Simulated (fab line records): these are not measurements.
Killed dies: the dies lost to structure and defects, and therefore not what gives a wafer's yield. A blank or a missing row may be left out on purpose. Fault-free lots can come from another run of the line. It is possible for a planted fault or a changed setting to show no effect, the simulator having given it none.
Matching of chambers :: flow n5-finfet :: 4 sister chambers for N5_BEOL_M6_CMP_52 on cmp-04
The step polishes, stops on SiCOH lowk, t overpolish 6.9 s, target thk 80 nm. 8 wafers are shown with their chamber, then 6 later ones without.

WAFERS, EACH WITH ITS CHAMBER
wafer: L078.2
chamber: 2
motor-current-A (A): 5.2
retaining-ring-pressure-frac: 0.989

wafer: L079.1
chamber: 1
motor-current-A (A): 6.0
retaining-ring-pressure-frac: 0.998

wafer: L076.1
chamber: 2
motor-current-A (A): 5.2
retaining-ring-pressure-frac: 0.991

wafer: L076.2
chamber: 0
motor-current-A (A): 5.5
retaining-ring-pressure-frac: 1.003

wafer: L076.3
chamber: 3
motor-current-A (A): 6.1
retaining-ring-pressure-frac: 1.001

wafer: L086.1
chamber: 1
motor-current-A (A): 5.9
retaining-ring-pressure-frac: 1.006

wafer: L086.3
chamber: 0
motor-current-A (A): 5.4
retaining-ring-pressure-frac: 1.003

wafer: L086.4
chamber: 3
motor-current-A (A): 6.2
retaining-ring-pressure-frac: 1.001

WAFERS WITHOUT THEIR CHAMBER
wafer: L089.1
motor-current-A (A): 5.1
retaining-ring-pressure-frac: 0.999

wafer: L089.3
motor-current-A (A): 6.3
retaining-ring-pressure-frac: 1.001

wafer: L090.3
motor-current-A (A): 5.3
retaining-ring-pressure-frac: 1.002

wafer: L090.4
motor-current-A (A): 5.8
retaining-ring-pressure-frac: 1.001

wafer: L092.1
motor-current-A (A): 5.8
retaining-ring-pressure-frac: 1.001

wafer: L092.2
motor-current-A (A): 6.3
retaining-ring-pressure-frac: 0.999

THE CHAMBER EACH PASSED THROUGH
wafer: L089.1
from the rows above: 2
in truth: 2

wafer: L089.3
from the rows above: 3
in truth: 3

wafer: L090.3
from the rows above: can't be placed: 0 or 2
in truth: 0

wafer: L090.4
from the rows above: 1
in truth: 1

wafer: L092.1
from the rows above: 1
in truth: 1

wafer: L092.2
from the rows above: 3
in truth: 3
Placed correctly: 5 of 6. Unplaceable from these rows: 1, with the true chamber sitting among the candidates in 1. Wrongly placed: 0.
How it was worked out, from the rows above alone: a wafer's distance from a chamber is the root of the sum, over the readings, of the square of ((its reading less the chamber's mean) divided by the reading's scatter). If the next closest chamber is less than 2 further off than the closest, the wafer can't be placed; otherwise it belongs to the closest. Each chamber's mean is taken over the wafers shown for it. The scatter: take each reading less its chamber's mean, square it, sum over the shown wafers, divide by the number of wafers less the number of chambers, and take the root.
